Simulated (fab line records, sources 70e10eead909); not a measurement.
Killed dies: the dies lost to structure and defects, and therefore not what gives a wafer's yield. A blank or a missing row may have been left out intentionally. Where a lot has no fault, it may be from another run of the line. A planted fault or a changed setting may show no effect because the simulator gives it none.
Which tool did it?	flow nand harc	6 lots (18 wafers sampled), 1 step of a 1302-step route

WHAT THE GAUGES READ, wafer by wafer
NHARC_A_BONDPAD_INSPECT_23.
lot	measured	on	raw defect count
L600	day 24 07:30	defect inspect-02	484 297 373
L602	day 24 18:09	defect inspect-02	472 397 400
L604	day 25 22:49	defect inspect-01	551 571 504
L615	day 30 03:47	defect inspect-01	637 552 1062
L616	day 31 12:38	defect inspect-02	669 807 528
L621	day 33 00:20	defect inspect-02	437 454 584

WHICH TOOL RAN EACH LOT (tool, then ch and the chambers of the sampled wafers, then the start)
No process step before these readings appears in the record.

THE ANSWER, worked out from the rows above alone
Rule: the usual values come from the lots themselves. Put in order of their means at a reading, lots are off if they are a third of the lots or fewer, leave a main group of 4 or more, and stand apart from it by a gap of 3 or more times the standard deviation of the main group's means; of several such gaps the widest counts. If all means in a main group match to the digits the tables above print for the reading, that group is not used. Also off: a lot with no number at a reading for which 4 or more lots have one. Any other lot the step has rows for is counted as sound.
None of the lots is off at any reading shown; this tells nothing.

WHAT THE SIMULATOR PUT IN
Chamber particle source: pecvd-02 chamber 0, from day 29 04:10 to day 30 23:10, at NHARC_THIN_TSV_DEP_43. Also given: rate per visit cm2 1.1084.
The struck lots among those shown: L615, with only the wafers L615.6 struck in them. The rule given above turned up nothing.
